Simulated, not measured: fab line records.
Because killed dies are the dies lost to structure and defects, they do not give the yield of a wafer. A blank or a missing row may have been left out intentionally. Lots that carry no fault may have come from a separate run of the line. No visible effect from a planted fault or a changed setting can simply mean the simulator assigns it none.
fab line records	flow n5-finfet
[record] lots = 11	wafers = 31	last-day = 17
route steps=1938 shown BEOL_M13@1694 BEOL_M14@1730 PASSIVATION@1936
lots that met no fault: from a run of the same line without faults
start-h: the number of hours between the record's first day and the start of the first shown wafer of the lot	wait-h: hours since the lot's step before	" same as the row above	L1.1+2: one row covering several wafers at once	- either no value or no given start	* or withheld: withheld	< > ~ a bound
route shown NAME@n: names a module that has steps shown in the file, with the first one's number in the route	usual: the fault-free wafers' mean and standard deviation	same: alike in all rows	chamber/n: place in a boat	sites: per-site readings	_std_site: their standard deviation	_edge_site: mean of outer sites minus mean of inner sites	radius-mm: for every site, how far away it sits from the centre of the wafer	mask NAME#n: copy n	behind: the last tool/chamber to shape the wafer	hold: what put the lot on hold/how long, in hours/how the hold closed	device: transistor that didn't switch, given as n, p or np	end of line: at the end of the route, the tests of the same wafers	where a step has no rows: the recipe by itself	killed: dies that structure and defects cost at the first sort, which is not the same as the wafer's yield	map: the dies of a wafer, with x for killed, . for not killed, _ for no die there
set.NAME: the setting as run; set.NAME@STEP: as run at that earlier step	model.NAME: the simulator's own value behind a step, which no gauge read
steps of the route over a sample of lots; a table a step, a row a wafer
services: from which hour (start-h, from the record's first day; less than 0 if before it) a tool's chamber was out of use, for how many hours, and why
[[steps]]
[step N5_BEOL_M13_ETCH_68]
[recipe] chemistry = N2/H2	target = SOC	mask-material = SiARC	source-w = 3000	bias-w = 350	temp-c = 40	time-s = 355	ion-energy-ev = 200	pressure-mtorr = 30	n2-flow-sccm = 200	h2-flow-sccm = 200
[usual] drypump-motor-current-A = 5.5/0.46	oes-product-au = 0.80/0.097	rf-vpp-V = 524.5/2.4	run-length-s = 378.5/0.43	showerhead-plenum-p-Torr = 2.56/0.081	throttle-valve-pct = 17.68/0.28
lot.wafer	tool	chamber	start-h	wait-h	drypump-motor-current-A	oes-product-au	rf-hours-counter-h	rf-vpp-V	run-length-s	showerhead-plenum-p-Torr	throttle-valve-pct
L872.1	rie-diel-02	2	233.76	0.1	5.1	0.70	223	521.2	378.6	2.53	17.78
L872.4	"	3	"	"	5.0	0.85	59	520.4	378.2	2.48	17.88
L872.6	"	2	"	"	5.1	0.70	-	522.7	378.1	2.53	17.77
L871.1	rie-diel-01	1	239.03	0.1	6.0	0.95	18	521.6	377.6	2.47	17.06
L871.3	"	3	"	"	5.7	0.68	211	527.7	378.7	2.61	17.64
L871.6	"	3	"	"	5.7	0.68	-	526.9	378.9	2.61	17.64
L875.2	rie-diel-01	1	264.96	0.1	6.0	0.93	25	522.4	378.1	2.47	17.08
L875.4	"	2	"	"	5.4	0.69	204	521.3	378.2	2.54	18.12
L875.6	"	2	"	"	5.4	0.69	-	521.9	378.4	2.54	18.10
L874.1	rie-diel-02	3	273.11	0.1	5.0	0.83	72	522.1	378.5	2.47	17.91
L874.5	"	0	"	"	6.5	0.91	-	527.1	378.9	2.60	17.31
L880.1	rie-diel-02	2	292.83	0.1	5.1	0.69	244	523.3	378.5	2.52	17.80
L880.6	"	0	"	"	6.5	0.88	-	524.9	379.0	2.60	17.32
L885.2	rie-diel-04	3	330.00	0.1	5.9	0.96	5	529.0	378.7	2.70	17.70
L885.5	"	1	"	"	5.1	0.90	-	524.5	378.1	2.60	17.48
L885.6	"	0	"	"	5.4	0.86	-	522.1	378.4	2.47	17.59
L887.1	rie-diel-04	3	337.74	0.1	6.0	0.95	7	528.8	378.6	2.70	17.71
L887.2	"	2	"	"	4.7	0.82	73	528.4	379.3	2.70	17.72
L887.6	"	1	"	"	5.1	0.89	-	526.0	378.1	2.59	17.49
L886.1	rie-diel-01	2	340.19	0.1	5.5	0.69	227	523.3	377.6	2.53	18.14
L886.3	"	1	"	"	6.0	0.88	48	520.7	378.1	2.46	17.13
L886.4	"	3	"	"	5.7	0.67	242	526.1	379.0	2.60	17.70
L889.2	rie-diel-01	1	344.96	0.1	6.0	0.87	50	521.1	377.7	2.46	17.12
L889.5	"	2	"	"	5.4	0.68	-	523.2	377.7	2.53	18.15
L889.6	"	3	"	"	5.7	0.66	-	526.6	378.8	2.60	17.69
L890.3	rie-diel-02	0	351.50	0.1	6.5	0.86	44	526.2	379.0	2.59	17.35
L890.4	"	1	"	"	5.6	0.71	212	526.6	378.2	2.60	17.81
L890.5	"	3	"	"	5.0	0.80	-	521.0	378.3	2.46	17.95
L892.1	rie-diel-01	1	375.10	0.1	6.0	0.87	61	522.2	377.8	2.45	17.14
L892.2	"	0	"	"	5.3	0.77	139	527.0	378.7	2.66	17.81
L892.5	"	2	"	"	5.4	0.67	-	523.3	378.0	2.53	18.17
[step N5_BEOL_M13_SPUTTER_44]
[recipe] material = Ta	target-thk-a = 100	temp-c = 50	bias-v = 80	power-w = 15000	chamber-pressure-pa = 0.07	time-s = 16.13
[usual] cathode-dc-power-W = 15000/2.6	throttle-valve-pct = 30.4/1
lot.wafer	tool	chamber	start-h	wait-h	cathode-dc-power-W	throttle-valve-pct
L872.1	pvd-sputter-02	-	235.52	0.0	15002	29.9
L872.4	"	-	"	"	14997	31.6
L872.6	"	-	"	"	15000	29.0
L871.1	pvd-sputter-01	-	240.41	0.0	14998	31.0
L871.3	"	-	"	"	15002	31.0
L871.6	"	-	"	"	14996	30.9
L875.2	pvd-sputter-01	-	266.65	0.0	15005	31.4
L875.4	"	-	"	"	14996	29.6
L875.6	"	-	"	"	15003	31.5
L874.1	pvd-sputter-02	-	278.53	0.0	15003	30.0
L874.5	"	-	"	"	15002	29.9
L880.1	pvd-sputter-02	-	294.36	0.0	15001	30.3
L880.6	"	-	"	"	15001	29.2
L885.2	pvd-sputter-03	-	334.36	0.0	14999	32.1
L885.5	"	-	"	"	15002	28.3
L885.6	"	-	"	"	15004	30.3
L887.1	pvd-sputter-01	-	340.51	0.0	15002	31.1
L887.2	"	-	"	"	15000	31.5
L887.6	"	-	"	"	14997	31.2
L886.1	pvd-sputter-02	-	341.36	0.0	14999	31.4
L886.3	"	-	"	"	15000	29.7
L886.4	"	-	"	"	15001	28.8
L889.2	pvd-sputter-01	-	350.00	0.0	15006	29.7
L889.5	"	-	"	"	15001	31.7
L889.6	"	-	"	"	14995	29.1
L890.3	pvd-sputter-03	-	360.00	0.0	14999	28.1
L890.4	"	-	"	"	15002	29.2
L890.5	"	-	"	"	14999	30.3
L892.1	pvd-sputter-02	-	376.56	0.0	14999	29.8
L892.2	"	-	"	"	14999	30.2
L892.5	"	-	"	"	15000	29.9
[step N5_BEOL_M14_ETCH_59]
[recipe] chemistry = N2/H2	target = BARC	target-depth-a = 890	overetch-a = 267	time-s = 67.9	ion-energy-ev = 200	pressure-mtorr = 30	source-w = 840	bias-w = 150	n2-flow-sccm = 200	h2-flow-sccm = 200
[usual] drypump-motor-current-A = 5.7/0.42	oes-product-au = 0.67/0.072	rf-vpp-V = 523.5/2.8	run-length-s = 91.3/0.46	showerhead-plenum-p-Torr = 2.53/0.096	throttle-valve-pct = 17.80/0.19
lot.wafer	tool	chamber	start-h	wait-h	drypump-motor-current-A	oes-product-au	rf-hours-counter-h	rf-vpp-V	run-length-s	showerhead-plenum-p-Torr	throttle-valve-pct
L872.1	rie-diel-06	1	237.84	0.0	5.4	0.64	160	524.8	92.3	2.53	17.50
L872.4	"	1	"	"	5.4	0.64	-	523.7	92.1	2.53	17.51
L872.6	"	3	"	"	6.4	0.59	-	520.3	91.6	2.40	17.82
L871.1	rie-diel-06	3	242.25	0.0	6.4	0.60	225	520.0	91.6	2.40	17.83
L871.3	"	1	"	"	5.4	0.64	162	523.4	92.0	2.53	17.52
L871.6	"	2	"	"	5.7	0.78	-	527.4	91.7	2.71	17.57
L875.2	rie-diel-03	0	268.43	0.0	6.1	0.66	133	521.5	91.1	2.44	17.79
L875.4	"	2	"	"	6.2	0.61	204	521.2	91.1	2.43	18.10
L875.6	"	0	"	"	6.1	0.67	-	522.2	91.4	2.43	17.80
L874.1	rie-diel-06	0	280.41	0.0	5.0	0.66	12	526.7	119.8	2.60	17.67
L874.5	"	3	"	"	6.5	0.59	-	519.7	92.0	2.40	17.84
L880.1	rie-diel-06	0	296.12	0.0	5.0	0.66	17	525.9	119.6	2.59	17.71
L880.6	"	0	"	"	5.1	0.66	-	526.1	119.2	2.60	17.69
L885.2	rie-diel-03	0	336.16	0.0	6.1	0.64	158	520.1	91.3	2.43	17.84
L885.5	"	1	"	"	5.3	0.72	-	524.3	91.4	2.58	18.00
L885.6	"	2	"	"	6.2	0.60	-	519.5	91.1	2.42	18.12
L887.1	rie-diel-03	1	342.42	0.0	5.3	0.73	68	525.0	91.1	2.58	18.00
L887.2	"	0	"	"	6.1	0.64	160	520.9	91.2	2.42	17.84
L887.6	"	1	"	"	5.3	0.73	-	524.0	91.8	2.58	18.02
L886.1	rie-diel-05	3	343.28	0.0	5.2	0.69	72	521.8	90.9	2.47	18.00
L886.3	"	1	"	"	5.2	0.59	245	522.8	90.7	2.50	18.07
L886.4	"	2	"	"	5.7	0.59	245	524.7	91.0	2.60	17.64
L889.2	rie-diel-03	0	351.76	0.0	6.1	0.64	164	522.3	91.3	2.42	17.85
L889.5	"	1	"	"	5.3	0.72	-	525.6	91.1	2.58	18.02
L889.6	"	2	"	"	6.2	0.59	-	519.4	90.8	2.42	18.15
L890.3	rie-diel-05	3	362.04	0.0	5.2	0.69	80	521.1	90.7	2.46	18.02
L890.4	"	3	"	"	5.2	0.69	-	521.4	90.9	2.46	18.01
L890.5	"	2	"	"	5.6	0.60	-	526.9	91.4	2.60	17.64
L892.1	rie-diel-06	3	379.67	0.0	6.5	0.76	13	528.2	91.5	2.70	17.48
L892.2	"	0	"	"	5.0	0.74	47	525.3	91.5	2.58	17.77
L892.5	"	2	"	"	5.6	0.71	-	526.9	91.3	2.69	17.63
[step N5_BEOL_M14_INSPECT_30]
[recipe] mode = adi	inspect-instrument = macro
[usual] raw-defect-count = 2.0/1.4
lot.wafer	tool	chamber	start-h	wait-h	raw-defect-count
L872.1	defect-inspect-02	-	238.62	0.0	2
L872.4	"	-	"	"	2
L872.6	"	-	"	"	1
L871.1	defect-inspect-01	-	243.16	0.0	4
L871.3	"	-	"	"	1
L871.6	"	-	"	"	0
L875.2	defect-inspect-02	-	269.21	0.0	4
L875.4	"	-	"	"	3
L875.6	"	-	"	"	4
L874.1	defect-inspect-02	-	281.32	0.0	3
L874.5	"	-	"	"	0
L880.1	defect-inspect-02	-	297.03	0.0	1
L880.6	"	-	"	"	3
L885.2	defect-inspect-02	-	336.94	0.0	1
L885.5	"	-	"	"	2
L885.6	"	-	"	"	1
L887.1	defect-inspect-01	-	343.20	0.0	5
L887.2	"	-	"	"	1
L887.6	"	-	"	"	1
L886.1	defect-inspect-02	-	344.19	0.0	2
L886.3	"	-	"	"	2
L886.4	"	-	"	"	2
L889.2	defect-inspect-01	-	352.55	0.0	2
L889.5	"	-	"	"	2
L889.6	"	-	"	"	1
L890.3	defect-inspect-01	-	362.82	0.0	3
L890.4	"	-	"	"	1
L890.5	"	-	"	"	1
L892.1	defect-inspect-01	-	380.58	0.0	2
L892.2	"	-	"	"	1
L892.5	"	-	"	"	3
[step N5_PASSIVATION_PROBE_49]
[usual] defect-limited-yield = 91.3/1.5	killed_at_M0_to_M3 = 34/11	killed_at_M4_up = 14/6.1	killed-at-contacts = 12/5.9	killed-at-front-end = 39/11	killed-at-other = 4/3.3	killed-dies = 102/18	killed-on-rim = 13/3.8	killed-open = 67/13	killed-short = 33/7.9	sort_bin_5_function = 5.1/1	sort_bin_6_memory = 3.3/0.7	sort_bin_8_speed = 0.1/0.69	sort-n-pass = 1077/19	sort-yield-pct = 91.3/1.6
[same] gross-dies = 1180	killed-at-back-side = 0	sort_bin_4_leakage[%] = 0
lot.wafer	tool	chamber	start-h	wait-h	defect-limited-yield[%]	killed_at_M0_to_M3	killed_at_M4_up	killed-at-contacts	killed-at-front-end	killed-at-other	killed-dies	killed-on-rim	killed-open	killed-short	sort_bin_5_function[%]	sort_bin_6_memory[%]	sort_bin_8_speed[%]	sort-n-pass	sort-yield-pct[%]
L871.1	prober-01	-	264.82	0.0	93.3	24	11	7	31	6	79	14	49	29	3.7	2.7	0	1101	93.3
L871.3	prober-01	-	264.92	0.1	92.2	38	11	7	33	3	92	10	63	28	4.6	3.0	0	1088	92.2
L871.6	prober-01	-	265.07	0.3	90.6	55	8	3	39	6	111	12	67	40	5.8	3.1	0	1069	90.6
L875.2	prober-02	-	292.64	0.1	92.7	28	13	18	26	1	86	11	57	28	4.7	2.4	0	1094	92.7
L875.4	prober-02	-	292.74	0.2	90.5	34	16	9	52	1	112	15	77	34	6.0	3.4	0	1068	90.5
L875.6	prober-02	-	292.84	0.3	94.1	27	7	9	25	2	70	10	42	25	4.0	1.7	0	1110	94.1
L880.6	prober-02	-	320.30	0.3	91.6	26	12	11	46	4	99	12	60	31	5.2	3.0	0	1081	91.6
L885.2	prober-01	-	360.56	0.1	93.2	21	4	11	43	1	80	7	52	26	3.4	3.1	0	1100	93.2
L885.5	prober-01	-	360.71	0.2	92.6	30	5	13	37	2	87	13	66	16	4.7	2.3	0	1093	92.6
L885.6	prober-01	-	360.76	0.3	91.9	32	13	24	24	3	96	12	65	28	4.3	3.5	0	1084	91.9
L887.1	prober-01	-	370.04	0.0	90.8	34	14	12	43	5	108	20	61	46	4.3	4.3	0	1072	90.8
L887.2	prober-01	-	370.09	0.1	92.8	20	14	10	33	8	85	9	46	33	4.2	2.7	8.3	997	84.5
L887.6	prober-01	-	370.29	0.3	90.9	35	22	15	32	3	107	14	73	32	4.6	4.2	0	1073	90.9
L886.1	prober-02	-	376.29	0.0	88.8	15	30	33	45	9	132	21	83	42	7.0	3.5	0	1048	88.8
L886.3	prober-02	-	376.39	0.1	90.2	18	29	17	45	7	116	16	83	27	5.8	3.3	0	1064	90.2
L886.4	prober-02	-	376.44	0.2	89.5	46	15	6	56	1	124	15	83	38	6.9	3.3	0	1056	89.5
L889.2	prober-01	-	382.66	0.1	90.1	47	13	13	33	11	117	15	74	43	5.9	3.6	0	1063	90.1
L889.5	prober-01	-	382.81	0.2	92.0	42	12	4	33	3	94	13	62	31	4.2	3.5	0	1086	92.0
L889.6	prober-01	-	382.86	0.3	91.6	44	18	2	32	3	99	15	58	35	4.2	3.9	0	1081	91.6
L892.1	prober-01	-	405.47	0.0	89.2	59	19	10	34	5	127	21	91	36	7.2	3.3	0	1053	89.2
L892.2	prober-01	-	405.52	0.1	89.5	39	17	10	56	2	124	19	81	43	6.4	3.9	0	1056	89.5
L892.5	prober-01	-	405.67	0.2	90.8	33	12	2	61	1	109	20	74	35	5.0	4.1	0	1071	90.8
// killed by level:class
L871.1 BEOL_M1:geometric-particle:open=6 FIN_SAQP:geometric-particle:short=5 ILD0:geometric-particle:short=5 MOL_CONTACT_COAG:geometric-particle:open=5 BEOL_M2:geometric-particle:open=5 DUMMY_GATE:geometric-particle:open=4 BEOL_M0_SAQP:geometric-particle:short=4 BEOL_M4:geometric-particle:open=4
L871.3 BEOL_M1:geometric-particle:open=10 BEOL_M0_SAQP:geometric-particle:open=9 FIN_SAQP:geometric-particle:short=7 BEOL_M2:geometric-particle:open=7 GATE_CUT:geometric-particle:open=5 STI_FIN_REVEAL:geometric-particle:open=4 DUMMY_GATE:geometric-particle:open=4 MOL_CONTACT_COAG:geometric-particle:open=4
L871.6 BEOL_M1:geometric-particle:open=15 BEOL_M0_SAQP:geometric-particle:open=13 BEOL_M0_SAQP:geometric-particle:short=12 BEOL_M2:geometric-particle:open=10 FIN_SAQP:geometric-particle:short=6 DUMMY_GATE:geometric-particle:open=6 STI_FIN_REVEAL:geometric-particle:short=4 STARTING-WAFER:geometric-particle:short=4
L875.2 MOL_CONTACT_COAG:geometric-particle:open=13 BEOL_M4:geometric-particle:open=7 BEOL_M0_SAQP:geometric-particle:open=7 STI_FIN_REVEAL:geometric-particle:open=6 BEOL_M1:geometric-particle:open=6 MOL_CONTACT_COAG:geometric-particle:short=5 BEOL_M1:geometric-particle:short=5 BEOL_M0:geometric-particle:open=4
L875.4 FIN_SAQP:geometric-particle:open=14 BEOL_M0:geometric-particle:open=10 BEOL_M4:geometric-particle:open=8 BEOL_M0_SAQP:geometric-particle:open=7 FIN_SAQP:geometric-particle:short=6 STI_FIN_REVEAL:geometric-particle:open=6 MOL_CONTACT_COAG:geometric-particle:open=6 BEOL_M0_SAQP:geometric-particle:short=6
L875.6 MOL_CONTACT_COAG:geometric-particle:open=8 BEOL_M0_SAQP:geometric-particle:open=6 BEOL_M1:geometric-particle:open=6 BEOL_M3:geometric-particle:open=5 STARTING-WAFER:geometric-particle:short=4 BEOL_M0_SAQP:geometric-particle:short=4 STI_FIN_REVEAL:geometric-particle:open=3 GATE_CUT:geometric-particle:short=3
L880.6 STI_FIN_REVEAL:geometric-particle:open=9 FIN_SAQP:geometric-particle:short=8 MOL_CONTACT_COAG:geometric-particle:open=8 GATE_CUT:geometric-particle:short=6 BEOL_M0_SAQP:geometric-particle:open=6 BEOL_M0_SAQP:geometric-particle:short=6 BEOL_M1:geometric-particle:open=6 BEOL_M4:geometric-particle:open=5
L885.2 DUMMY_GATE:geometric-particle:open=9 MOL_CONTACT_COAG:geometric-particle:open=9 STI_FIN_REVEAL:geometric-particle:open=7 BEOL_M3:geometric-particle:open=7 GATE_CUT:geometric-particle:short=6 GATE_CUT:geometric-particle:open=5 FIN_SAQP:geometric-particle:short=4 DUMMY_GATE:geometric-particle:short=3
L885.5 BEOL_M3:geometric-particle:open=13 MOL_CONTACT_COAG:geometric-particle:open=11 DUMMY_GATE:geometric-particle:open=10 BEOL_M0_SAQP:geometric-particle:open=6 STI_FIN_REVEAL:geometric-particle:open=5 GATE_CUT:geometric-particle:short=5 FIN_SAQP:geometric-particle:open=4 GATE_CUT:geometric-particle:open=4
L885.6 MOL_CONTACT_COAG:geometric-particle:open=20 BEOL_M3:geometric-particle:open=14 STI_FIN_REVEAL:geometric-particle:open=6 BEOL_M4:geometric-particle:open=5 DUMMY_GATE:geometric-particle:open=4 MOL_CONTACT_COAG:geometric-particle:short=4 BEOL_M4:geometric-particle:short=4 GATE_CUT:geometric-particle:short=3
L887.1 FIN_SAQP:geometric-particle:short=16 BEOL_M0_SAQP:geometric-particle:open=11 BEOL_M0_SAQP:geometric-particle:short=9 DUMMY_GATE:geometric-particle:open=7 MOL_CONTACT_COAG:geometric-particle:open=7 FIN_SAQP:geometric-particle:open=6 MOL_CONTACT_COAG:geometric-particle:short=5 BEOL_M2:geometric-particle:open=5
L887.2 MOL_CONTACT_COAG:geometric-particle:open=8 FIN_SAQP:geometric-particle:short=7 STI_FIN_REVEAL:geometric-particle:open=7 BEOL_M5:geometric-particle:open=6 BEOL_M0_SAQP:geometric-particle:short=5 FIN_SAQP:geometric-particle:open=4 STARTING-WAFER:geometric-particle:short=4 GATE_CUT:geometric-particle:short=3
L887.6 MOL_CONTACT_COAG:geometric-particle:open=13 FIN_SAQP:geometric-particle:short=9 BEOL_M1:geometric-particle:open=8 BEOL_M0_SAQP:geometric-particle:open=7 FIN_SAQP:geometric-particle:open=6 BEOL_M2:geometric-particle:open=6 BEOL_M0_SAQP:geometric-particle:short=5 BEOL_M0:geometric-particle:open=5
L886.1 MOL_CONTACT_COAG:geometric-particle:open=23 MOL_CONTACT_COAG:geometric-particle:short=10 BEOL_M4:geometric-particle:open=10 FIN_SAQP:geometric-particle:short=9 STI_FIN_REVEAL:geometric-particle:open=9 DUMMY_GATE:geometric-particle:open=8 BEOL_M2:geometric-particle:open=7 FIN_SAQP:geometric-particle:open=6
L886.3 MOL_CONTACT_COAG:geometric-particle:open=15 BEOL_M4:geometric-particle:open=14 FIN_SAQP:geometric-particle:open=13 STI_FIN_REVEAL:geometric-particle:open=6 BEOL_M3:geometric-particle:open=6 DUMMY_GATE:geometric-particle:open=5 BEOL_M4:geometric-particle:short=4 FIN_SAQP:geometric-particle:short=3
L886.4 STI_FIN_REVEAL:geometric-particle:open=23 BEOL_M2:geometric-particle:open=11 STI_FIN_REVEAL:geometric-particle:short=9 BEOL_M3:geometric-particle:open=9 FIN_SAQP:geometric-particle:short=8 BEOL_M4:geometric-particle:open=8 FIN_SAQP:geometric-particle:open=6 BEOL_M0_SAQP:geometric-particle:open=6
L889.2 BEOL_M2:geometric-particle:open=13 MOL_CONTACT_COAG:geometric-particle:open=12 BEOL_M2:geometric-particle:short=12 BEOL_M3:geometric-particle:open=11 BEOL_M4:geometric-particle:open=9 PASS1_CAP:geometric-particle:short=7 BEOL_M0_SAQP:geometric-particle:short=6 FIN_SAQP:geometric-particle:open=5
L889.5 BEOL_M1:geometric-particle:open=9 STI_FIN_REVEAL:geometric-particle:open=8 BEOL_M0_SAQP:geometric-particle:short=8 BEOL_M3:geometric-particle:open=7 FIN_SAQP:geometric-particle:open=6 BEOL_M2:geometric-particle:short=6 BEOL_M4:geometric-particle:open=6 FIN_SAQP:geometric-particle:short=4
L889.6 BEOL_M2:geometric-particle:open=12 BEOL_M0_SAQP:geometric-particle:short=8 FIN_SAQP:geometric-particle:short=7 STI_FIN_REVEAL:geometric-particle:open=7 BEOL_M0_SAQP:geometric-particle:open=6 BEOL_M3:geometric-particle:open=6 FIN_SAQP:geometric-particle:open=5 BEOL_M4:geometric-particle:short=5
L892.1 BEOL_M0_SAQP:geometric-particle:open=15 BEOL_M2:geometric-particle:open=11 BEOL_M4:geometric-particle:open=9 BEOL_M3:geometric-particle:open=9 MOL_CONTACT_COAG:geometric-particle:open=8 BEOL_M0_SAQP:geometric-particle:short=8 BEOL_M1:geometric-particle:open=6 DUMMY_GATE:geometric-particle:open=5
L892.2 BEOL_M0_SAQP:geometric-particle:open=12 BEOL_M4:geometric-particle:open=11 FIN_SAQP:geometric-particle:short=10 BEOL_M0_SAQP:geometric-particle:short=10 FIN_SAQP:geometric-particle:open=9 DUMMY_GATE:geometric-particle:open=9 MOL_CONTACT_COAG:geometric-particle:open=9 STI_FIN_REVEAL:geometric-particle:open=6
L892.5 FIN_SAQP:geometric-particle:open=18 STI_FIN_REVEAL:geometric-particle:open=14 BEOL_M2:geometric-particle:open=9 BEOL_M0_SAQP:geometric-particle:short=6 BEOL_M4:geometric-particle:open=6 FIN_SAQP:geometric-particle:short=5 BEOL_M1:geometric-particle:open=5 STI_FIN_REVEAL:geometric-particle:short=4
[[services]]
tool	chamber	start-h	hours	kind
rie-diel-06	0	219.61	-	clean
rie-diel-06	0	219.61	-	consumable-replace:focus-ring
rie-diel-06	0	219.61	23.5	scheduled-down
rie-diel-06	0	219.61	23.5	vent-cycle
rie-diel-03	0	223.19	7.0	repair
rie-diel-02	0	227.10	2.8	repair
rie-diel-06	3	249.82	7.8	repair
rie-diel-02	1	264.14	12.0	repair
rie-diel-06	1	268.25	3.5	repair
rie-diel-05	1	280.42	2.5	repair
pvd-sputter-01	-	290.79	0.8	repair
pvd-sputter-01	-	294.87	7.9	repair
rie-diel-02	2	311.35	-	clean
rie-diel-06	3	326.48	-	clean
rie-diel-06	3	326.48	-	consumable-replace:focus-ring
rie-diel-06	3	326.48	-	consumable-replace:showerhead
rie-diel-06	3	326.48	11.6	scheduled-down
rie-diel-06	3	326.48	11.6	vent-cycle
pvd-sputter-02	-	330.33	4.9	repair
rie-diel-01	3	364.43	-	clean
rie-diel-01	3	364.43	-	consumable-replace:focus-ring
rie-diel-01	3	364.43	22.5	scheduled-down
rie-diel-01	3	364.43	22.5	vent-cycle
rie-diel-04	-	374.53	0.4	repair
[[key]]
[first-sign] step = N5_BEOL_M14_ETCH_59	reading = run-length-s	direction = up	sigmas = 61	usual = *	struck = *
effect none on later readings
met-at N5_BEOL_M14_ETCH_59
struck-lots L874,L880
struck-wafers L874.1,L880.1,L880.6
not-acting-at N5_BEOL_M13_ETCH_68,N5_BEOL_M13_SPUTTER_44,N5_BEOL_M14_INSPECT_30
onset-between 242.25 280.41
[fault] kind = process-parameter-drift	tool = rie-diel-06	chamber = -	onset-h = 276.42	steps = N5_BEOL_M14_ETCH_59	channel = time-s	offset = *	shape = step	end-h = 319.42	scope = struck-wafers-only	acts-in = *	stated = *
